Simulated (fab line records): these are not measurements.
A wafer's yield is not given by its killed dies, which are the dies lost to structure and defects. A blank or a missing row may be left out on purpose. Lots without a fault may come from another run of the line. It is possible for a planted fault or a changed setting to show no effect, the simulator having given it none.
Matching of chambers / flow n5Finfet / N5_WELL_APT_DESCUM_13 on rieDiel-03 has 4 sister chambers
The step chemistry O2, time 7.9 s. 7 wafers are shown with their chamber, then 7 later ones without.

## WAFERS, EACH WITH ITS CHAMBER
wafer=L913.3; chamber=1; drypumpMotorCurrentA (A)=6.0; throttleValvePct (%)=20.64
wafer=L922.5; chamber=3; drypumpMotorCurrentA (A)=5.8; throttleValvePct (%)=20.30
wafer=L922.6; chamber=0; drypumpMotorCurrentA (A)=5.9; throttleValvePct (%)=20.83
wafer=L923.4; chamber=2; drypumpMotorCurrentA (A)=5.3; throttleValvePct (%)=20.75
wafer=L923.5; chamber=0; drypumpMotorCurrentA (A)=5.9; throttleValvePct (%)=20.84
wafer=L925.1; chamber=3; drypumpMotorCurrentA (A)=5.7; throttleValvePct (%)=20.32
wafer=L925.2; chamber=2; drypumpMotorCurrentA (A)=5.3; throttleValvePct (%)=20.75

## WAFERS WHOSE CHAMBER IS MISSING
wafer=L925.5; drypumpMotorCurrentA (A)=6.0; throttleValvePct (%)=20.34
wafer=L926.3; drypumpMotorCurrentA (A)=6.0; throttleValvePct (%)=20.33
wafer=L926.4; drypumpMotorCurrentA (A)=5.9; throttleValvePct (%)=20.86
wafer=L926.6; drypumpMotorCurrentA (A)=5.7; throttleValvePct (%)=20.32
wafer=L928.1; drypumpMotorCurrentA (A)=5.8; throttleValvePct (%)=20.85
wafer=L928.2; drypumpMotorCurrentA (A)=5.8; throttleValvePct (%)=20.33
wafer=L928.4; drypumpMotorCurrentA (A)=5.8; throttleValvePct (%)=20.32

## EACH ONE'S CHAMBER
wafer=L925.5; from the rows above=3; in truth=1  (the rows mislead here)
wafer=L926.3; from the rows above=3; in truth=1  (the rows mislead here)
wafer=L926.4; from the rows above=0; in truth=0
wafer=L926.6; from the rows above=3; in truth=3
wafer=L928.1; from the rows above=0; in truth=0
wafer=L928.2; from the rows above=3; in truth=3
wafer=L928.4; from the rows above=3; in truth=3
Placed correctly: 5 of 7. Can't be placed from these rows: 0. Wrongly placed: 2.
How it was worked out, from the rows above alone: a wafer's distance from a chamber is the root of the sum, over the readings, of the square of ((its reading less the chamber's mean) divided by the reading's scatter). The wafer belongs to the nearest chamber; if the next one is less than 2 further off, it can't be placed. A chamber's mean is the mean of its shown wafers. How the scatter is found: for the shown wafers, subtract from each reading the mean of its chamber, square and add these, divide the total by (wafers less chambers), then take the root.
